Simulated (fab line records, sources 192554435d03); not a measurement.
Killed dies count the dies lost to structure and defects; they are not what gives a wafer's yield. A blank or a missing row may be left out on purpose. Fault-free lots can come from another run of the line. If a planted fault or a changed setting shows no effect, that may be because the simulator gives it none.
fab line records -- flow n5Finfet -- part 2 of 2: steps 4 to 6 of 6
[record] lots = 24, wafers = 72, lastDay = 17
route steps=1938 shown BEOL_M4@1039
lots with no fault: from the same line, run without faults
startH: the number of hours between the record's first day and the start of the first shown wafer of the lot -- waitH: hours from the lot's prior step to this one -- " same as the row above -- L1.1+2: a single row standing in for several wafers -- - no value present, or no start provided -- * or withheld: withheld -- < > ~ a bound
route shown NAME@n: names a module that has steps shown in the file, with the first one's number in the route -- usual: average and standard deviation across the fault-free wafers -- same: alike in all rows -- chamber/n: place in a boat -- sites: readings site by site -- _std_site: standard deviation of those values -- _edge_site: mean of outer sites minus mean of inner sites -- radiusMm: how far each site lies from the wafer's centre -- mask NAME#n: copy n -- behind: the most recent tool/chamber to have shaped the wafer -- hold: cause of the lot's hold/its duration in hours/its outcome -- device: which transistor (n, p or np) failed to switch -- end of line: tests run on the same wafers once the route is complete -- where a step has no rows: the recipe by itself -- killed: dies that structure and defects cost at the first sort, which is not the same as the wafer's yield -- map: a wafer's dies, x killed, . not, _ none there
set.NAME: the setting the step ran with; set.NAME@STEP: the setting that earlier step ran with -- model.NAME: the simulator's own value behind a step, which no gauge read
a sample of lots followed through the steps of the route, with each step as a table and each wafer as a row
services: the hour from which a tool's chamber was out of use, counted from the record's first day as startH (under 0 if before that day), plus the number of hours and why
[[steps]]
[step N5_BEOL_M4_ANNEAL_82]
[recipe] tempC = 400, timeS = 240, ambient = vacuum
[usual] heaterPowerW = 791/55
lot.wafer,tool,chamber,startH,waitH,heaterPowerW
L074.3,pvdSputter-01,-,162.96,0.0,812
L074.5,pvdSputter-01,-,162.96,0.0,804
L074.6,pvdSputter-01,-,162.96,0.0,811
L075.3,pvdSputter-03,-,163.49,0.0,814
L075.4,pvdSputter-03,-,163.49,0.0,921
L075.6,pvdSputter-03,-,163.49,0.0,819
L076.3,pvdSputter-01,-,177.31,0.0,815
L076.4,pvdSputter-01,-,177.31,0.0,793
L076.6,pvdSputter-01,-,177.31,0.0,778
L077.2,pvdSputter-01,-,180.15,0.0,804
L077.5,pvdSputter-01,-,180.15,0.0,798
L077.6,pvdSputter-01,-,180.15,0.0,742
L078.1,pvdSputter-03,-,190.61,0.0,707
L078.3,pvdSputter-03,-,190.61,0.0,798
L078.6,pvdSputter-03,-,190.61,0.0,743
L080.1,pvdSputter-01,-,193.86,0.0,829
L080.2,pvdSputter-01,-,193.86,0.0,762
L080.4,pvdSputter-01,-,193.86,0.0,804
L079.1,pvdSputter-01,-,197.38,0.0,806
L079.3,pvdSputter-01,-,197.38,0.0,794
L079.5,pvdSputter-01,-,197.38,0.0,734
L081.2,pvdSputter-02,-,202.93,0.0,801
L081.5,pvdSputter-02,-,202.93,0.0,716
L081.6,pvdSputter-02,-,202.93,0.0,812
L082.1,pvdSputter-03,-,206.70,0.0,716
L082.2,pvdSputter-03,-,206.70,0.0,873
L082.3,pvdSputter-03,-,206.70,0.0,814
L083.3,pvdSputter-01,-,220.27,0.0,843
L083.4,pvdSputter-01,-,220.27,0.0,818
L083.5,pvdSputter-01,-,220.27,0.0,768
L084.3,pvdSputter-02,-,227.66,0.0,772
L084.4,pvdSputter-02,-,227.66,0.0,730
L084.6,pvdSputter-02,-,227.66,0.0,814
L086.2,pvdSputter-02,-,231.10,0.0,797
L086.3,pvdSputter-02,-,231.10,0.0,704
L086.5,pvdSputter-02,-,231.10,0.0,769
L085.2,pvdSputter-01,-,234.00,0.0,838
L085.4,pvdSputter-01,-,234.00,0.0,823
L085.5,pvdSputter-01,-,234.00,0.0,803
L087.3,pvdSputter-02,-,244.24,0.0,712
L087.4,pvdSputter-02,-,244.24,0.0,778
L087.5,pvdSputter-02,-,244.24,0.0,822
L088.1,pvdSputter-03,-,251.89,0.0,717
L088.3,pvdSputter-03,-,251.89,0.0,866
L088.5,pvdSputter-03,-,251.89,0.0,724
L089.1,pvdSputter-03,-,254.99,0.0,869
L089.5,pvdSputter-03,-,254.99,0.0,903
L089.6,pvdSputter-03,-,254.99,0.0,843
L090.2,pvdSputter-02,-,255.26,0.0,810
L090.5,pvdSputter-02,-,255.26,0.0,731
L090.6,pvdSputter-02,-,255.26,0.0,811
L091.1,pvdSputter-02,-,271.31,0.0,725
L091.2,pvdSputter-02,-,271.31,0.0,820
L091.6,pvdSputter-02,-,271.31,0.0,721
L092.1,pvdSputter-03,-,274.58,0.0,907
L092.3,pvdSputter-03,-,274.58,0.0,874
L092.4,pvdSputter-03,-,274.58,0.0,727
L093.2,pvdSputter-02,-,278.15,0.0,810
L093.4,pvdSputter-02,-,278.15,0.0,727
L093.5,pvdSputter-02,-,278.15,0.0,703
L094.1,pvdSputter-01,-,280.91,0.0,816
L094.2,pvdSputter-01,-,280.91,0.0,751
L094.3,pvdSputter-01,-,280.91,0.0,808
L095.2,pvdSputter-01,-,286.45,0.0,800
L095.3,pvdSputter-01,-,286.45,0.0,848
L095.5,pvdSputter-01,-,286.45,0.0,819
L096.2,pvdSputter-01,-,298.12,0.0,806
L096.4,pvdSputter-01,-,298.12,0.0,842
L096.5,pvdSputter-01,-,298.12,0.0,825
L097.1,pvdSputter-02,-,301.41,0.0,786
L097.3,pvdSputter-02,-,301.41,0.0,827
L097.5,pvdSputter-02,-,301.41,0.0,794
[step N5_BEOL_M4_ANNEAL_87]
[recipe] tempC = 400, timeS = 240, ambient = vacuum
[usual] heaterPowerW = 791/55
lot.wafer,tool,chamber,startH,waitH,heaterPowerW
L074.3,pvdSputter-01,-,163.18,0.0,817
L074.5,pvdSputter-01,-,163.18,0.0,809
L074.6,pvdSputter-01,-,163.18,0.0,819
L075.3,pvdSputter-03,-,163.71,0.0,792
L075.4,pvdSputter-03,-,163.71,0.0,922
L075.6,pvdSputter-03,-,163.71,0.0,805
L076.3,pvdSputter-01,-,177.53,0.0,829
L076.4,pvdSputter-01,-,177.53,0.0,809
L076.6,pvdSputter-01,-,177.53,0.0,823
L077.2,pvdSputter-01,-,180.37,0.0,830
L077.5,pvdSputter-01,-,180.37,0.0,791
L077.6,pvdSputter-01,-,180.37,0.0,739
L078.1,pvdSputter-03,-,190.83,0.0,714
L078.3,pvdSputter-03,-,190.83,0.0,804
L078.6,pvdSputter-03,-,190.83,0.0,714
L080.1,pvdSputter-01,-,194.08,0.0,823
L080.2,pvdSputter-01,-,194.08,0.0,772
L080.4,pvdSputter-01,-,194.08,0.0,815
L079.1,pvdSputter-01,-,197.60,0.0,803
L079.3,pvdSputter-01,-,197.60,0.0,827
L079.5,pvdSputter-01,-,197.60,0.0,755
L081.2,pvdSputter-02,-,203.15,0.0,778
L081.5,pvdSputter-02,-,203.15,0.0,702
L081.6,pvdSputter-02,-,203.15,0.0,797
L082.1,pvdSputter-03,-,206.92,0.0,723
L082.2,pvdSputter-03,-,206.92,0.0,869
L082.3,pvdSputter-03,-,206.92,0.0,804
L083.3,pvdSputter-01,-,220.49,0.0,828
L083.4,pvdSputter-01,-,220.49,0.0,786
L083.5,pvdSputter-01,-,220.49,0.0,768
L084.3,pvdSputter-02,-,227.88,0.0,779
L084.4,pvdSputter-02,-,227.88,0.0,716
L084.6,pvdSputter-02,-,227.88,0.0,813
L086.2,pvdSputter-02,-,231.32,0.0,830
L086.3,pvdSputter-02,-,231.32,0.0,705
L086.5,pvdSputter-02,-,231.32,0.0,776
L085.2,pvdSputter-01,-,234.22,0.0,819
L085.4,pvdSputter-01,-,234.22,0.0,809
L085.5,pvdSputter-01,-,234.22,0.0,815
L087.3,pvdSputter-02,-,244.46,0.0,710
L087.4,pvdSputter-02,-,244.46,0.0,775
L087.5,pvdSputter-02,-,244.46,0.0,797
L088.1,pvdSputter-03,-,252.11,0.0,730
L088.3,pvdSputter-03,-,252.11,0.0,854
L088.5,pvdSputter-03,-,252.11,0.0,708
L089.1,pvdSputter-03,-,255.21,0.0,881
L089.5,pvdSputter-03,-,255.21,0.0,885
L089.6,pvdSputter-03,-,255.21,0.0,867
L090.2,pvdSputter-02,-,255.48,0.0,831
L090.5,pvdSputter-02,-,255.48,0.0,725
L090.6,pvdSputter-02,-,255.48,0.0,801
L091.1,pvdSputter-02,-,271.53,0.0,721
L091.2,pvdSputter-02,-,271.53,0.0,808
L091.6,pvdSputter-02,-,271.53,0.0,716
L092.1,pvdSputter-03,-,274.80,0.0,916
L092.3,pvdSputter-03,-,274.80,0.0,863
L092.4,pvdSputter-03,-,274.80,0.0,727
L093.2,pvdSputter-02,-,278.37,0.0,818
L093.4,pvdSputter-02,-,278.37,0.0,710
L093.5,pvdSputter-02,-,278.37,0.0,713
L094.1,pvdSputter-01,-,281.13,0.0,874
L094.2,pvdSputter-01,-,281.13,0.0,773
L094.3,pvdSputter-01,-,281.13,0.0,803
L095.2,pvdSputter-01,-,286.67,0.0,806
L095.3,pvdSputter-01,-,286.67,0.0,827
L095.5,pvdSputter-01,-,286.67,0.0,802
L096.2,pvdSputter-01,-,298.34,0.0,827
L096.4,pvdSputter-01,-,298.34,0.0,800
L096.5,pvdSputter-01,-,298.34,0.0,827
L097.1,pvdSputter-02,-,301.63,0.0,788
L097.3,pvdSputter-02,-,301.63,0.0,812
L097.5,pvdSputter-02,-,301.63,0.0,820
[step N5_BEOL_M4_PRE_CLEAN_60]
[recipe] gas = NH3/H2, timeS = 15, tempC = *, rfPowerW = 300
[usual] heaterPowerW = 87/17
lot.wafer,tool,chamber,startH,waitH,heaterPowerW
L074.3,cvdCo-02,2,165.02,0.0,62
L074.5,cvdCo-02,0,165.02,0.0,102
L074.6,cvdCo-02,1,165.02,0.0,92
L075.3,cvdCo-01,1,165.76,0.2,109
L075.4,cvdCo-01,0,165.76,0.2,66
L075.6,cvdCo-01,1,165.76,0.2,111
L076.3,cvdCo-02,1,179.41,0.0,91
L076.4,cvdCo-02,0,179.41,0.0,103
L076.6,cvdCo-02,1,179.41,0.0,94
L077.2,cvdCo-02,1,182.22,0.0,93
L077.5,cvdCo-02,2,182.22,0.0,62
L077.6,cvdCo-02,1,182.22,0.0,90
L078.1,cvdCo-01,1,192.69,0.0,107
L078.3,cvdCo-01,2,192.69,0.0,89
L078.6,cvdCo-01,2,192.69,0.0,90
L080.1,cvdCo-01,2,196.15,0.0,88
L080.2,cvdCo-01,0,196.15,0.0,66
L080.4,cvdCo-01,1,196.15,0.0,104
L079.1,cvdCo-01,1,199.45,0.0,107
L079.3,cvdCo-01,2,199.45,0.0,90
L079.5,cvdCo-01,1,199.45,0.0,105
L081.2,cvdCo-02,2,204.99,0.0,62
L081.5,cvdCo-02,1,204.99,0.0,91
L081.6,cvdCo-02,0,204.99,0.0,105
L082.1,cvdCo-02,1,208.76,0.0,90
L082.2,cvdCo-02,0,208.76,0.0,106
L082.3,cvdCo-02,2,208.76,0.0,63
L083.3,cvdCo-02,2,222.34,0.0,61
L083.4,cvdCo-02,0,222.34,0.0,106
L083.5,cvdCo-02,2,222.34,0.0,62
L084.3,cvdCo-02,0,230.10,0.0,103
L084.4,cvdCo-02,0,230.10,0.0,104
L084.6,cvdCo-02,2,230.10,0.0,62
L086.2,cvdCo-02,0,233.24,0.0,102
L086.3,cvdCo-02,1,233.24,0.0,93
L086.5,cvdCo-02,2,233.24,0.0,62
L085.2,cvdCo-01,0,236.06,0.0,67
L085.4,cvdCo-01,0,236.06,0.0,67
L085.5,cvdCo-01,2,236.06,0.0,88
L087.3,cvdCo-01,0,246.32,0.0,68
L087.4,cvdCo-01,0,246.32,0.0,67
L087.5,cvdCo-01,2,246.32,0.0,89
L088.1,cvdCo-01,2,253.96,0.0,87
L088.3,cvdCo-01,1,253.96,0.0,107
L088.5,cvdCo-01,2,253.96,0.0,90
L089.1,cvdCo-02,0,257.06,0.0,105
L089.5,cvdCo-02,2,257.06,0.0,62
L089.6,cvdCo-02,0,257.06,0.0,103
L090.2,cvdCo-02,0,257.33,0.0,103
L090.5,cvdCo-02,0,257.33,0.0,100
L090.6,cvdCo-02,2,257.33,0.0,61
L091.1,cvdCo-01,2,273.52,0.0,89
L091.2,cvdCo-01,1,273.52,0.0,108
L091.6,cvdCo-01,1,273.52,0.0,109
L092.1,cvdCo-02,2,276.76,0.0,63
L092.3,cvdCo-02,1,276.76,0.0,92
L092.4,cvdCo-02,0,276.76,0.0,102
L093.2,cvdCo-02,1,280.49,0.2,93
L093.4,cvdCo-02,0,280.49,0.2,100
L093.5,cvdCo-02,1,280.49,0.2,90
L094.1,cvdCo-01,2,283.09,0.0,92
L094.2,cvdCo-01,1,283.09,0.0,109
L094.3,cvdCo-01,0,283.09,0.0,68
L095.2,cvdCo-02,2,288.51,0.0,63
L095.3,cvdCo-02,1,288.51,0.0,92
L095.5,cvdCo-02,0,288.51,0.0,101
L096.2,cvdCo-02,1,300.18,0.0,90
L096.4,cvdCo-02,0,300.18,0.0,102
L096.5,cvdCo-02,1,300.18,0.0,91
L097.1,cvdCo-01,0,303.48,0.0,69
L097.3,cvdCo-01,1,303.48,0.0,109
L097.5,cvdCo-01,2,303.48,0.0,90
[[services]]
tool,chamber,startH,hours,kind
cvdCo-01,-,134.02,1.2,repair
rieDiel-02,-,156.72,16.8,repair
rieDiel-06,1,161.09,4.9,repair
rieDiel-05,2,164.28,5.6,repair
cvdCo-02,1,187.00,10.4,repair
rieDiel-06,3,211.16,15.1,repair
cvdCo-01,0,211.71,6.2,repair
rieDiel-02,2,226.34,13.2,repair
rieDiel-06,1,233.21,4.6,repair
rieDiel-06,-,242.52,0.3,repair
rieDiel-02,1,251.75,-,clean
rieDiel-02,1,251.75,-,consumableReplace:focusRing
rieDiel-02,1,251.75,19.5,scheduledDown
rieDiel-02,1,251.75,19.5,ventCycle
cvdCo-02,2,279.64,3.0,repair
rieDiel-06,0,289.58,6.3,repair
rieDiel-05,3,300.97,6.5,repair
